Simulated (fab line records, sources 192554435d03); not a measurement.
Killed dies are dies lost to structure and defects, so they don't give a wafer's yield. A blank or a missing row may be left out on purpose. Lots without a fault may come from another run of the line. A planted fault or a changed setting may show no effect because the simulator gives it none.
fab line records | flow n5_finfet
record lots=5 wafers=15 last_day=17
route steps=1938 shown BEOL_M8@1334
lots that met no fault: from a run of the same line without faults
start_h: hours from the record's first day to the start of the lot's first wafer shown | wait_h: hours since the lot's step before | " the same as in the row above | L1.1+2: a row that stands for several wafers | - no value, or no start given | * or withheld: withheld | < > ~ a bound
route shown NAME@n: a module of which the file shows steps, and the number in the route of the first | usual: mean/standard deviation of fault-free wafers | same: alike in all rows | chamber/n: place in a boat | sites: the reading at each site | _std_site: their standard deviation | _edge_site: outer sites' mean less inner sites' | radius_mm: how far each site lies from the wafer's centre | mask NAME#n: copy n | behind: the tool/chamber that last shaped the wafer | hold: why the lot was held/for how many hours/how that ended | device: the transistor (n, p or np) that didn't switch | end of line: the same wafers' tests at the end of the route | a step without rows: its recipe alone | killed: dies lost to structure and defects at the first sort, not the wafer's yield | map: a wafer's dies, x killed, . not, _ none there
set.NAME: the setting as run; set.NAME@STEP: as run at that earlier step | model.NAME: the simulator's own value behind a step, which no gauge read
lots at some steps of the route; a table a step, a row a wafer
services: from which hour (start_h, from the record's first day; less than 0 if before it) a tool's chamber was out of use, for how many hours, and why
## steps
# step N5_BEOL_M8_THK_MEAS_01
# recipe reads=SiCOH_lowk_of_BEOL_M8_ILD_DEP_00
# usual M8_ILD_THK=155.7/2.3
# columns lot.wafer tool chamber start_h wait_h M8_ILD_THK[nm]
L076.1 film_metro-01 - 217.49 0.4 154.4
L076.4 " - " " 153.5
L076.6 " - " " 159.7
L081.2 film_metro-02 - 245.73 0.4 153.6
L081.4 " - " " 154.8
L081.5 " - " " 156.4
L087.2 film_metro-02 - 287.92 0.4 155.9
L087.3 " - " " 157.5
L087.6 " - " " 157.8
L089.1 film_metro-02 - 292.22 0.4 156.3
L089.2 " - " " 153.4
L089.3 " - " " 150.7
L094.2 film_metro-01 - 317.59 0.4 154.6
L094.3 " - " " 153.9
L094.4 " - " " 155.8
# step N5_BEOL_M8_PECVD_70
# recipe material=SiO2 target_thk_a=200 temp_c=400 precursor=TEOS/O2 pressure_torr=5.5 rf_w=450 teos_flow_sccm=53.8 gas=O2 flow_sccm=3000 time_s=22.7
# usual heater_power_w=685/85 showerhead_plenum_p_Torr=8.78/0.077 throttle_valve_pct=22.2/1.3
# columns lot.wafer tool chamber start_h wait_h heater_power_w showerhead_plenum_p_Torr throttle_valve_pct
L076.1 pecvd-03 1 217.53 0.0 654 8.86 21.5
L076.4 " 1 " " 640 8.87 21.0
L076.6 " 2 " " 539 8.73 21.7
L081.2 pecvd-01 2 245.76 0.0 789 8.73 20.6
L081.4 " 0 " " 794 8.68 20.3
L081.5 " 2 " " 809 8.75 20.8
L087.2 pecvd-01 2 287.96 0.0 811 8.75 20.8
L087.3 " 1 " " 771 8.71 21.6
L087.6 " 1 " " 750 8.68 21.7
L089.1 pecvd-03 1 292.26 0.0 663 8.83 21.1
L089.2 " 0 " " 742 8.91 24.7
L089.3 " 2 " " 626 8.73 21.9
L094.2 pecvd-01 0 317.65 0.1 763 8.70 20.5
L094.3 " 1 " " 790 8.67 21.3
L094.4 " 1 " " 795 8.67 21.7
# step N5_BEOL_M8_HM_DEP_02
# recipe material=TiN target_thk_a=200 temp_c=25 chamber_pressure_pa=0.49996
# usual throttle_valve_pct=29.9/1.2
# columns lot.wafer tool chamber start_h wait_h throttle_valve_pct
L076.1 pvd_sputter-03 - 218.71 1.2 29.3
L076.4 " - " " 30.5
L076.6 " - " " 30.9
L081.2 pvd_sputter-03 - 247.50 1.7 28.2
L081.4 " - " " 30.6
L081.5 " - " " 28.1
L087.2 pvd_sputter-02 - 289.73 1.8 31.0
L087.3 " - " " 31.4
L087.6 " - " " 31.4
L089.1 pvd_sputter-02 - 293.91 1.6 28.7
L089.2 " - " " 31.3
L089.3 " - " " 31.0
L094.2 pvd_sputter-03 - 319.73 2.1 28.0
L094.3 " - " " 30.8
L094.4 " - " " 29.0
# step N5_BEOL_M8_COAT_59
# recipe resist=SOC temp_c=250 time_s=60 spin_rpm=1500 resist_thk_nm=100
# columns lot.wafer tool chamber start_h wait_h
L076.1+4+6 litho_track-04 0 218.84 0.1
L081.2+4+5 litho_track-04 0 247.63 0.1
L087.2+3+6 litho_track-04 0 289.85 0.1
L089.1+2+3 litho_track-02 0 294.03 0.1
L094.2+3+4 litho_track-02 0 319.85 0.1
# step N5_BEOL_M8_COAT_60
# recipe resist=SiARC temp_c=220 time_s=60 spin_rpm=1500 resist_thk_nm=35
# columns lot.wafer tool chamber start_h wait_h
L076.1+4+6 litho_track-04 0 - -
L081.2+4+5 litho_track-04 0 - -
L087.2+3+6 litho_track-04 0 - -
L089.1+2+3 litho_track-02 0 - -
L094.2+3+4 litho_track-02 0 - -
# step N5_BEOL_M8_COAT_05
# recipe resist=CAR-ArF spin_rpm=1500 resist_thk_nm=90
# columns lot.wafer tool chamber start_h wait_h
L076.1+4+6 litho_track-04 0 - -
L081.2+4+5 litho_track-04 0 - -
L087.2+3+6 litho_track-04 0 - -
L089.1+2+3 litho_track-02 0 - -
L094.2+3+4 litho_track-02 0 - -
# step N5_BEOL_M8_EBR_07
# recipe solvent=PGMEA ebr_width_mm=1.5
# columns lot.wafer tool chamber start_h wait_h
L076.1+4+6 litho_track-04 0 - -
L081.2+4+5 litho_track-04 0 - -
L087.2+3+6 litho_track-04 0 - -
L089.1+2+3 litho_track-02 0 - -
L094.2+3+4 litho_track-02 0 - -
# step N5_BEOL_M8_SOFTBAKE_06
# recipe temp_c=110 time_s=60 resist=CAR-ArF
# columns lot.wafer tool chamber start_h wait_h
L076.1+4+6 litho_track-04 0 - -
L081.2+4+5 litho_track-04 0 - -
L087.2+3+6 litho_track-04 0 - -
L089.1+2+3 litho_track-02 0 - -
L094.2+3+4 litho_track-02 0 - -
# step N5_BEOL_M8_EXPOSE_08
# recipe mask_id=M8 na=1.35 source_shape=dipole sigma_inner=0.817 sigma_outer=0.97 polarization=te dose_mj=68.25
# same dipole_opening_deg=35
# columns lot.wafer tool chamber start_h wait_h mask
L076.1+4+6 arfi_scanner-01 0 219.08 - M8#0
L081.2+4+5 arfi_scanner-01 0 247.88 - M8#0
L087.2+3+6 arfi_scanner-03 0 290.10 - M8#0
L089.1+2+3 arfi_scanner-03 0 294.28 - M8#0
L094.2+3+4 arfi_scanner-02 0 320.10 - M8#0
# step N5_BEOL_M8_PEB_09
# recipe peb_temp_c=withheld peb_time_s=60 resist=CAR-ArF
# columns lot.wafer tool chamber start_h wait_h
L076.1+4+6 litho_track-04 0 219.14 0.1
L081.2+4+5 litho_track-02 0 247.94 0.1
L087.2+3+6 litho_track-02 0 290.16 0.0
L089.1+2+3 litho_track-01 0 294.34 0.1
L094.2+3+4 litho_track-02 0 320.16 0.0
# step N5_BEOL_M8_DEVELOP_10
# recipe develop_time_s=30 developer=TMAH resist=CAR-ArF rinse_liquid=diw dry=air_spin dev_temp_c=23
# columns lot.wafer tool chamber start_h wait_h
L076.1+4+6 litho_track-04 0 - -
L081.2+4+5 litho_track-02 0 - -
L087.2+3+6 litho_track-02 0 - -
L089.1+2+3 litho_track-01 0 - -
L094.2+3+4 litho_track-02 0 - -
# step N5_BEOL_M8_CD_MEAS_11
# recipe target_cd_nm=38.5 landing_energy_ev=500 detector=se_inlens polarity=opening
# usual cd_nm=38.7/0.46
# columns lot.wafer tool chamber start_h wait_h cd_nm
L076.1 cd_sem-01 0 219.21 - 38.7
L076.4 " 0 " " 39.0
L076.6 " 0 " " 38.5
L081.2 cd_sem-01 0 248.01 - 37.9
L081.4 " 0 " " 39.0
L081.5 " 0 " " 39.5
L087.2 cd_sem-03 0 290.23 - 39.3
L087.3 " 0 " " 38.9
L087.6 " 0 " " 38.9
L089.1 cd_sem-03 0 294.41 - 38.1
L089.2 " 0 " " 38.6
L089.3 " 0 " " 38.2
L094.2 cd_sem-02 0 320.23 - 38.6
L094.3 " 0 " " 38.7
L094.4 " 0 " " 38.1
# step N5_BEOL_M8_OVL_MEAS_12
# recipe points_per_wafer=44
# usual M8_OVL=-0.1/0.82
# columns lot.wafer tool chamber start_h wait_h M8_OVL[nm]
L076.1 overlay-01 0 219.27 0.1 0.1
L076.4 " 0 " " 0.0
L076.6 " 0 " " -0.9
L081.2 overlay-01 0 248.04 0.0 -0.9
L081.4 " 0 " " 0.5
L081.5 " 0 " " -1.9
L087.2 overlay-01 0 290.26 0.0 1.1
L087.3 " 0 " " 0.5
L087.6 " 0 " " 1.0
L089.1 overlay-01 0 294.44 0.0 1.1
L089.2 " 0 " " 0.9
L089.3 " 0 " " 1.3
L094.2 overlay-01 0 320.26 0.0 -0.3
L094.3 " 0 " " 1.2
L094.4 " 0 " " 1.3
# step N5_BEOL_M8_INSPECT_13
# recipe mode=adi inspect_instrument=brightfield
# usual raw_defect_count=415/87
# columns lot.wafer tool chamber start_h wait_h raw_defect_count
L076.1 defect_inspect-02 - 219.29 0.0 555
L076.4 " - " " 515
L076.6 " - " " 523
L081.2 defect_inspect-01 - 248.06 0.0 414
L081.4 " - " " 407
L081.5 " - " " 369
L087.2 defect_inspect-02 - 290.28 0.0 420
L087.3 " - " " 444
L087.6 " - " " 379
L089.1 defect_inspect-01 - 294.46 0.0 341
L089.2 " - " " 431
L089.3 " - " " 459
L094.2 defect_inspect-02 - 320.28 0.0 510
L094.3 " - " " 495
L094.4 " - " " 419
# step N5_BEOL_M8_DESCUM_16
# recipe chemistry=O2 time_s=7.9 source_power_w=50 bias_power_w=20 pressure_mtorr=20 rf_frequency_hz=2.712e+07 temp_c=40 resist=CAR-ArF o2_flow_sccm=225
# usual bias_power_w=20.00/0.055 drypump_motor_current_A=5.9/0.41 oes_product_au=0.82/0.11 rf_vpp_V=242.7/1.2 showerhead_plenum_p_Torr=2.07/0.069 throttle_valve_pct=20.32/0.23
# columns lot.wafer tool chamber start_h wait_h bias_power_w drypump_motor_current_A oes_product_au rf_hours_counter_h rf_vpp_V showerhead_plenum_p_Torr throttle_valve_pct
L076.1 rie_diel-02 0 219.39 0.1 20.02 6.4 0.74 162 240.3 1.90 20.43
L076.4 " 1 " " 20.13 5.4 0.72 200 243.2 2.16 20.29
L076.6 " 2 " " 19.94 5.8 0.96 - 242.6 2.06 20.34
L081.2 rie_diel-03 3 248.49 0.4 20.01 6.0 0.70 223 241.6 2.05 20.08
L081.4 " 2 " " 20.07 5.4 0.96 12 241.8 2.04 19.99
L081.5 " 2 " " 19.98 5.5 0.96 - 242.0 2.04 19.95
L087.2 rie_diel-05 0 290.35 0.1 19.93 5.8 0.99 4 244.7 2.16 20.07
L087.3 " 3 " " 19.92 6.5 0.67 245 243.2 2.14 20.70
L087.6 " 3 " " 19.88 6.5 0.66 - 242.2 2.14 20.70
L089.1 rie_diel-03 1 294.74 0.3 20.04 6.3 0.74 161 243.9 2.09 20.50
L089.2 " 3 " " 20.00 5.9 0.69 235 242.1 2.04 20.08
L089.3 " 0 " " 20.18 6.3 0.94 18 242.1 2.06 20.28
L094.2 rie_diel-03 0 320.59 0.3 20.00 6.3 0.92 30 243.3 2.05 20.30
L094.3 " 3 " " 20.08 5.9 0.69 244 242.2 2.04 20.10
L094.4 " 2 " " 20.05 5.4 0.91 - 240.3 2.03 19.99
# step N5_BEOL_M8_ETCH_61
# recipe chemistry=CF4 target=SiARC target_depth_a=455 mask_material=CAR-ArF time_s=75.8 ion_energy_ev=80 pressure_mtorr=40 source_w=545 bias_w=36 Ar_flow_sccm=100 cf4_flow_sccm=100 ends=cleared
# usual drypump_motor_current_A=5.9/0.4 etch_rf_on_time_s=75.0/1.6 oes_product_au=0.71/0.097 rf_vpp_V=183.8/1.1 showerhead_plenum_p_Torr=2.12/0.06 throttle_valve_pct=15.52/0.21
# columns lot.wafer tool chamber start_h wait_h drypump_motor_current_A etch_rf_on_time_s oes_product_au rf_hours_counter_h rf_vpp_V showerhead_plenum_p_Torr throttle_valve_pct
L076.1 rie_diel-02 0 219.42 0.0 6.4 75.1 0.64 162 181.7 1.96 15.70
L076.4 " 1 " " 5.4 77.7 0.61 200 184.0 2.22 15.52
L076.6 " 2 " " 5.8 75.2 0.82 - 183.9 2.11 15.44
L081.2 rie_diel-03 3 248.52 0.0 5.9 74.4 0.60 223 184.3 2.12 15.51
L081.4 " 2 " " 5.5 73.2 0.83 12 184.1 2.10 15.25
L081.5 " 2 " " 5.4 73.2 0.84 - 184.4 2.10 15.25
L087.2 rie_diel-05 0 290.38 0.0 5.8 73.5 0.85 4 184.8 2.19 15.11
L087.3 " 3 " " 6.5 74.0 0.59 245 185.2 2.19 15.95
L087.6 " 3 " " 6.5 74.0 0.59 - 184.8 2.19 15.97
L089.1 rie_diel-03 1 294.77 0.0 6.3 77.1 0.63 161 184.0 2.13 15.66
L089.2 " 3 " " 6.0 73.4 0.59 235 181.8 2.12 15.55
L089.3 " 0 " " 6.3 74.5 0.82 18 184.9 2.10 15.41
L094.2 rie_diel-03 0 320.62 0.0 6.3 74.6 0.79 30 182.6 2.10 15.44
L094.3 " 3 " " 5.9 74.2 0.59 244 182.9 2.11 15.56
L094.4 " 2 " " 5.5 73.3 0.78 - 183.9 2.09 15.28
# step N5_BEOL_M8_ETCH_62
# recipe chemistry=N2/H2 target=SOC target_depth_a=1100 overetch_a=220 mask_material=SiARC temp_c=40 time_s=165 ion_energy_ev=200 pressure_mtorr=30 source_w=840 bias_w=150 n2_flow_sccm=200 h2_flow_sccm=200
# usual drypump_motor_current_A=5.9/0.4 oes_product_au=0.70/0.091 rf_vpp_V=523.2/2.4 showerhead_plenum_p_Torr=2.51/0.076 throttle_valve_pct=17.71/0.24
# columns lot.wafer tool chamber start_h wait_h drypump_motor_current_A oes_product_au rf_hours_counter_h rf_vpp_V showerhead_plenum_p_Torr throttle_valve_pct
L076.1 rie_diel-02 0 219.48 0.0 6.3 0.62 162 517.7 2.33 17.94
L076.4 " 1 " " 5.4 0.61 200 526.6 2.64 17.83
L076.6 " 2 " " 5.8 0.81 - 523.3 2.48 17.63
L081.2 rie_diel-03 3 248.58 0.0 5.9 0.59 223 523.5 2.53 17.73
L081.4 " 2 " " 5.5 0.81 12 521.3 2.48 17.41
L081.5 " 2 " " 5.5 0.80 - 522.1 2.48 17.39
L087.2 rie_diel-05 0 290.44 0.0 5.8 0.83 5 527.0 2.60 17.29
L087.3 " 3 " " 6.5 0.57 245 526.0 2.62 18.30
L087.6 " 3 " " 6.5 0.57 - 524.9 2.62 18.30
L089.1 rie_diel-03 1 294.83 0.0 6.3 0.63 161 523.2 2.52 17.78
L089.2 " 3 " " 5.9 0.59 235 522.5 2.52 17.76
L089.3 " 0 " " 6.3 0.80 18 521.9 2.49 17.57
L094.2 rie_diel-03 0 320.68 0.0 6.3 0.77 30 520.7 2.49 17.60
L094.3 " 3 " " 6.0 0.57 244 522.8 2.52 17.76
L094.4 " 2 " " 5.5 0.76 - 523.7 2.47 17.44
# step N5_BEOL_M8_STRIP_68
# recipe chemistry=N2/H2 temp_c=40 n2_flow_sccm=200 h2_flow_sccm=200 rf_frequency_hz=6e+07
# columns lot.wafer tool chamber start_h wait_h
L076.1+4+6 rie_diel-02 0,1,2 219.61 0.1
L081.2+4+5 rie_diel-03 3,2,2 248.72 0.1
L087.2+3+6 rie_diel-05 0,3,3 290.58 0.1
L089.1+2+3 rie_diel-03 1,3,0 294.96 0.1
L094.2+3+4 rie_diel-03 0,3,2 320.81 0.1
# step N5_BEOL_M8_STRIP_67
# recipe chemistry=CF4 resist=SiARC power_w=300 bias_power_w=75 pressure_mtorr=50 cf4_flow_sccm=150 rf_frequency_hz=6e+07
# usual bias_power_w=75.02/0.21 drypump_motor_current_A=5.9/0.4 oes_product_au=0.82/0.11 rf_vpp_V=270.8/1.4 showerhead_plenum_p_Torr=1.77/0.049 throttle_valve_pct=13.48/0.22
# columns lot.wafer tool chamber start_h wait_h bias_power_w drypump_motor_current_A oes_product_au rf_hours_counter_h rf_vpp_V showerhead_plenum_p_Torr throttle_valve_pct
L076.1 rie_diel-02 0 219.62 0.0 74.86 6.4 0.74 162 268.7 1.64 13.66
L076.4 " 1 " " 75.05 5.4 0.72 200 273.2 1.84 13.49
L076.6 " 2 " " 74.92 5.7 0.94 - 271.4 1.77 13.37
L081.2 rie_diel-03 3 248.73 0.0 74.94 6.0 0.70 223 269.2 1.77 13.51
L081.4 " 2 " " 75.13 5.5 0.95 12 270.3 1.76 13.20
L081.5 " 2 " " 75.31 5.5 0.94 - 270.7 1.76 13.18
L087.2 rie_diel-05 0 290.59 0.0 75.19 5.8 0.98 5 272.7 1.84 13.05
L087.3 " 3 " " 75.20 6.5 0.68 245 269.4 1.82 13.94
L087.6 " 3 " " 75.16 6.5 0.68 - 271.7 1.82 13.94
L089.1 rie_diel-03 1 294.97 0.0 74.93 6.4 0.75 162 271.6 1.78 13.61
L089.2 " 3 " " 75.14 5.9 0.69 235 271.0 1.77 13.56
L089.3 " 0 " " 75.00 6.3 0.95 18 270.9 1.77 13.38
L094.2 rie_diel-03 0 320.82 0.0 74.98 6.2 0.92 30 270.6 1.76 13.40
L094.3 " 3 " " 75.05 5.9 0.69 244 270.0 1.77 13.57
L094.4 " 2 " " 75.10 5.5 0.90 - 271.8 1.76 13.25
# step N5_BEOL_M8_HM_OPEN_17
# recipe chemistry=Cl2/BCl3 target_depth_a=200 overetch_a=60 target=TiN mask_material=SOC ion_energy_ev=150 pressure_mtorr=10 icp_w=1000 bias_w=126 Cl2_flow_sccm=53.25 bcl3_flow_sccm=21.75 Ar_flow_sccm=25
# usual drypump_motor_current_A=5.8/0.43 mfc_cl2_sccm=53.23/0.17 oes_product_au=0.63/0.08 throttle_valve_pct=22.29/0.23
# columns lot.wafer tool chamber start_h wait_h drypump_motor_current_A mfc_cl2_sccm oes_product_au rf_hours_counter_h throttle_valve_pct
L076.1 rie_metal-03 0 219.66 0.0 5.9 53.11 0.69 33 22.36
L076.4 " 1 " " 6.4 52.90 0.59 - 22.35
L076.6 " 1 " " 6.4 53.07 0.59 - 22.32
L081.2 rie_metal-01 0 248.77 0.0 6.1 53.37 0.52 114 22.53
L081.4 " 1 " " 6.0 53.38 0.58 - 21.99
L081.5 " 1 " " 6.0 53.21 0.59 - 22.02
L087.2 rie_metal-02 1 290.63 0.0 5.1 53.26 0.59 90 22.56
L087.3 " 1 " " 5.1 53.38 0.58 - 22.56
L087.6 " 0 " " 5.7 53.13 0.77 - 21.99
L089.1 rie_metal-01 1 295.01 0.0 5.9 52.98 0.59 86 22.01
L089.2 " 1 " " 5.9 53.05 0.58 - 22.01
L089.3 " 1 " " 5.9 53.05 0.59 - 22.01
L094.2 rie_metal-02 1 320.86 0.0 5.1 53.27 0.59 93 22.57
L094.3 " 1 " " 5.1 53.18 0.58 - 22.56
L094.4 " 0 " " 5.7 53.16 0.75 - 21.99
# step N5_BEOL_M8_STRIP_19
# recipe chemistry=O2 power_w=400 temp_c=40 pressure_mtorr=30 rf_frequency_hz=6e+07 bias_power_w=0 overash_fraction=0.2 o2_flow_sccm=225
# usual drypump_motor_current_A=5.9/0.4 oes_product_au=0.81/0.11 rf_vpp_V=3.6/0.66 showerhead_plenum_p_Torr=2.07/0.07 throttle_valve_pct=16.58/0.22
# same bias_power_w=0
# columns lot.wafer tool chamber start_h wait_h drypump_motor_current_A oes_product_au rf_hours_counter_h rf_vpp_V showerhead_plenum_p_Torr throttle_valve_pct
L076.1 rie_diel-05 1 219.97 0.3 5.1 0.69 230 2.5 2.17 17.06
L076.4 " 3 " " 6.5 0.69 218 4.2 2.16 16.96
L076.6 " 0 " " 5.8 0.68 - 4.5 2.17 16.73
L081.2 rie_diel-02 0 248.91 0.1 6.3 0.72 172 3.7 1.90 16.73
L081.4 " 1 " " 5.4 0.71 211 3.3 2.16 16.57
L081.5 " 3 " " 6.0 0.82 - 4.4 2.02 16.70
L087.2 rie_diel-02 2 290.74 0.1 5.8 0.87 32 3.8 2.06 16.59
L087.3 " 3 " " 6.0 0.80 89 3.3 2.02 16.74
L087.6 " 1 " " 5.4 0.69 - 3.8 2.16 16.60
L089.1 rie_diel-03 3 295.33 0.3 5.9 0.70 236 4.1 2.05 16.44
L089.2 " 1 " " 6.3 0.74 162 3.3 2.09 16.76
L089.3 " 0 " " 6.3 0.95 18 3.9 2.06 16.50
L094.2 rie_diel-02 1 321.03 0.1 5.3 0.70 237 3.5 2.15 16.64
L094.3 " 0 " " 6.4 0.72 197 3.4 1.89 16.79
L094.4 " 3 " " 6.0 0.79 101 2.7 2.01 16.73
# step N5_BEOL_M8_CD_MEAS_18
# recipe pitch_nm=80 target_cd_nm=40
# usual cd_nm=40.2/0.53
# columns lot.wafer tool chamber start_h wait_h cd_nm
L076.1 cd_sem-02 - 220.04 0.0 39.9
L076.4 " - " " 40.7
L076.6 " - " " 40.5
L081.2 cd_sem-03 - 248.98 0.1 39.7
L081.4 " - " " 40.7
L081.5 " - " " 40.9
L087.2 cd_sem-03 - 290.81 0.1 41.0
L087.3 " - " " 40.2
L087.6 " - " " 40.3
L089.1 cd_sem-02 - 295.40 0.0 40.4
L089.2 " - " " 40.4
L089.3 " - " " 40.0
L094.2 cd_sem-02 - 321.10 0.1 39.8
L094.3 " - " " 40.0
L094.4 " - " " 39.2
# step N5_BEOL_M8_COAT_63
# recipe resist=SOC temp_c=250 time_s=60 spin_rpm=1500 resist_thk_nm=60
# columns lot.wafer tool chamber start_h wait_h
L076.1+4+6 litho_track-01 0 220.07 0.0
L081.2+4+5 litho_track-02 0 252.10 3.1
L087.2+3+6 litho_track-01 0 293.32 2.5
L089.1+2+3 litho_track-01 0 296.00 0.6
L094.2+3+4 litho_track-04 0 321.14 0.0
# step N5_BEOL_M8_COAT_64
# recipe resist=SiARC temp_c=220 time_s=60 spin_rpm=1500 resist_thk_nm=12
# columns lot.wafer tool chamber start_h wait_h
L076.1+4+6 litho_track-01 0 - -
L081.2+4+5 litho_track-02 0 - -
L087.2+3+6 litho_track-01 0 - -
L089.1+2+3 litho_track-01 0 - -
L094.2+3+4 litho_track-04 0 - -
# step N5_BEOL_M8_COAT_71
# recipe resist=underlayer temp_c=205 time_s=60 spin_rpm=1500 resist_thk_nm=5
# columns lot.wafer tool chamber start_h wait_h
L076.1+4+6 litho_track-01 0 - -
L081.2+4+5 litho_track-02 0 - -
L087.2+3+6 litho_track-01 0 - -
L089.1+2+3 litho_track-01 0 - -
L094.2+3+4 litho_track-04 0 - -
# step N5_BEOL_M8_COAT_22
# recipe resist=CAR-EUV spin_rpm=1500 resist_thk_nm=30
# columns lot.wafer tool chamber start_h wait_h
L076.1+4+6 litho_track-01 0 - -
L081.2+4+5 litho_track-02 0 - -
L087.2+3+6 litho_track-01 0 - -
L089.1+2+3 litho_track-01 0 - -
L094.2+3+4 litho_track-04 0 - -
# step N5_BEOL_M8_EBR_24
# recipe solvent=PGMEA ebr_width_mm=1.5
# columns lot.wafer tool chamber start_h wait_h
L076.1+4+6 litho_track-01 0 - -
L081.2+4+5 litho_track-02 0 - -
L087.2+3+6 litho_track-01 0 - -
L089.1+2+3 litho_track-01 0 - -
L094.2+3+4 litho_track-04 0 - -
# step N5_BEOL_M8_SOFTBAKE_23
# recipe temp_c=110 time_s=60 resist=CAR-EUV
# columns lot.wafer tool chamber start_h wait_h
L076.1+4+6 litho_track-01 0 - -
L081.2+4+5 litho_track-02 0 - -
L087.2+3+6 litho_track-01 0 - -
L089.1+2+3 litho_track-01 0 - -
L094.2+3+4 litho_track-04 0 - -
# step N5_BEOL_M8_EXPOSE_25
# recipe mask_id=V7 na=0.33 source_shape=annular sigma_inner=0.4 sigma_outer=0.8 polarization=unpolarized target_cd_nm=40 dose_mj=42.5
# columns lot.wafer tool chamber start_h wait_h mask
L076.1+4+6 euv_scanner-02 0 220.21 - V7#0
L081.2+4+5 euv_scanner-01 0 252.25 - V7#0
L087.2+3+6 euv_scanner-01 0 293.46 - V7#0
L089.1+2+3 euv_scanner-02 0 296.14 - V7#0
L094.2+3+4 euv_scanner-01 0 321.32 - V7#0
# step N5_BEOL_M8_PEB_26
# recipe peb_temp_c=100 peb_time_s=60 resist=CAR-EUV
# columns lot.wafer tool chamber start_h wait_h
L076.1+4+6 litho_track-04 0 220.27 0.1
L081.2+4+5 litho_track-02 0 252.31 0.1
L087.2+3+6 litho_track-01 0 293.52 0.1
L089.1+2+3 litho_track-04 0 296.21 0.1
L094.2+3+4 litho_track-04 0 321.38 0.1
# step N5_BEOL_M8_DEVELOP_27
# recipe develop_time_s=30 developer=TMAH resist=CAR-EUV rinse_liquid=surfactant_rinse dry=air_spin dev_temp_c=23
# columns lot.wafer tool chamber start_h wait_h
L076.1+4+6 litho_track-04 0 - -
L081.2+4+5 litho_track-02 0 - -
L087.2+3+6 litho_track-01 0 - -
L089.1+2+3 litho_track-04 0 - -
L094.2+3+4 litho_track-04 0 - -
# step N5_BEOL_M8_CD_MEAS_28
# recipe target_cd_nm=40 landing_energy_ev=500 detector=se_inlens
# usual cd_nm=40.10/0.24
# columns lot.wafer tool chamber start_h wait_h cd_nm
L076.1 cd_sem-02 0 220.34 - 40.27
L076.4 " 0 " " 40.66
L076.6 " 0 " " 39.64
L081.2 cd_sem-02 0 252.38 - 40.23
L081.4 " 0 " " 40.33
L081.5 " 0 " " 40.24
L087.2 cd_sem-02 0 293.59 - 39.94
L087.3 " 0 " " 39.78
L087.6 " 0 " " 39.98
L089.1 cd_sem-02 0 296.27 - 40.25
L089.2 " 0 " " 39.74
L089.3 " 0 " " 40.18
L094.2 cd_sem-01 0 321.44 - 39.63
L094.3 " 0 " " 39.78
L094.4 " 0 " " 40.04
# step N5_BEOL_M8_OVL_MEAS_29
# recipe points_per_wafer=522
# usual V7_OVL=-0.1/0.61
# columns lot.wafer tool chamber start_h wait_h V7_OVL[nm]
L076.1 overlay-01 0 220.37 0.0 -1.0
L076.4 " 0 " " 0.2
L076.6 " 0 " " -1.0
L081.2 overlay-02 0 252.41 0.0 -0.6
L081.4 " 0 " " 0.3
L081.5 " 0 " " 0.2
L087.2 overlay-01 0 293.62 0.0 0.5
L087.3 " 0 " " -0.6
L087.6 " 0 " " 0.1
L089.1 overlay-02 0 296.30 0.0 -0.3
L089.2 " 0 " " -0.6
L089.3 " 0 " " -0.6
L094.2 overlay-01 0 321.48 0.0 -0.4
L094.3 " 0 " " -0.5
L094.4 " 0 " " -0.4
# step N5_BEOL_M8_INSPECT_30
# recipe mode=adi inspect_instrument=brightfield
# usual raw_defect_count=416/86
# columns lot.wafer tool chamber start_h wait_h raw_defect_count
L076.1 defect_inspect-02 - 220.43 0.1 564
L076.4 " - " " 512
L076.6 " - " " 525
L081.2 defect_inspect-01 - 252.46 0.0 418
L081.4 " - " " 396
L081.5 " - " " 376
L087.2 defect_inspect-01 - 293.68 0.0 390
L087.3 " - " " 428
L087.6 " - " " 370
L089.1 defect_inspect-02 - 296.36 0.1 346
L089.2 " - " " 452
L089.3 " - " " 462
L094.2 defect_inspect-02 - 321.53 0.0 546
L094.3 " - " " 488
L094.4 " - " " 391
# step N5_BEOL_M8_DESCUM_33
# recipe chemistry=O2 time_s=7 source_power_w=50 bias_power_w=20 pressure_mtorr=20 rf_frequency_hz=2.712e+07 temp_c=40 resist=CAR-EUV o2_flow_sccm=225
# usual bias_power_w=20.01/0.064 drypump_motor_current_A=5.9/0.4 oes_product_au=0.82/0.11 rf_vpp_V=242.9/1.2 showerhead_plenum_p_Torr=2.06/0.068 throttle_valve_pct=20.31/0.22
# columns lot.wafer tool chamber start_h wait_h bias_power_w drypump_motor_current_A oes_product_au rf_hours_counter_h rf_vpp_V showerhead_plenum_p_Torr throttle_valve_pct
L076.1 rie_diel-02 1 220.56 0.1 20.02 5.4 0.71 200 244.2 2.16 20.27
L076.4 " 2 " " 20.08 5.8 0.95 5 242.8 2.06 20.36
L076.6 " 2 " " 20.09 5.8 0.95 - 243.1 2.06 20.35
L081.2 rie_diel-02 1 253.15 0.7 20.05 5.4 0.70 212 245.4 2.16 20.29
L081.4 " 3 " " 20.08 6.0 0.80 74 243.5 2.02 20.44
L081.5 " 3 " " 20.05 5.9 0.81 - 243.5 2.02 20.45
L087.2 rie_diel-03 3 293.71 0.0 19.90 5.9 0.69 235 243.4 2.04 20.08
L087.3 " 0 " " 20.04 6.3 0.94 18 241.1 2.06 20.30
L087.6 " 2 " " 19.93 5.5 0.92 - 243.1 2.03 19.98
L089.1 rie_diel-03 0 296.55 0.2 20.07 6.3 0.94 19 243.8 2.06 20.29
L089.2 " 3 " " 20.05 5.9 0.69 236 243.5 2.04 20.09
L089.3 " 2 " " 19.94 5.5 0.92 27 242.5 2.03 19.99
L094.2 rie_diel-03 3 321.57 0.0 20.05 6.0 0.69 244 242.9 2.04 20.09
L094.3 " 0 " " 20.04 6.3 0.91 30 241.7 2.05 20.29
L094.4 " 2 " " 19.95 5.5 0.90 - 242.6 2.03 20.00
## services
# columns tool chamber start_h hours kind
arfi_scanner-01 - 196.53 1.3 pm
arfi_scanner-01 - 205.89 1.0 pm
rie_diel-03 1 217.32 3.5 repair
arfi_scanner-01 - 221.87 1.1 repair
euv_scanner-01 - 224.75 1.0 pm
arfi_scanner-01 - 225.94 0.6 repair
euv_scanner-02 - 235.76 1.0 pm
arfi_scanner-01 - 241.11 0.8 pm
rie_metal-01 - 242.66 2.8 pm
rie_diel-05 3 253.97 1.8 repair
pvd_sputter-03 - 254.06 7.5 repair
euv_scanner-01 - 254.81 5.8 pm
rie_diel-02 1 259.41 3.0 repair
arfi_scanner-03 - 259.88 2.8 repair
euv_scanner-02 - 262.30 4.6 pm
arfi_scanner-01 - 267.66 1.0 pm
rie_diel-02 0 272.35 6.4 repair
rie_diel-03 3 272.91 8.3 repair
euv_scanner-01 - 280.86 1.0 pm
arfi_scanner-03 - 287.48 1.0 pm
euv_scanner-02 - 291.91 1.0 pm
rie_diel-03 2 308.08 2.5 repair
rie_diel-03 3 308.34 5.9 repair
rie_diel-03 1 314.59 8.3 repair
## key
fault none
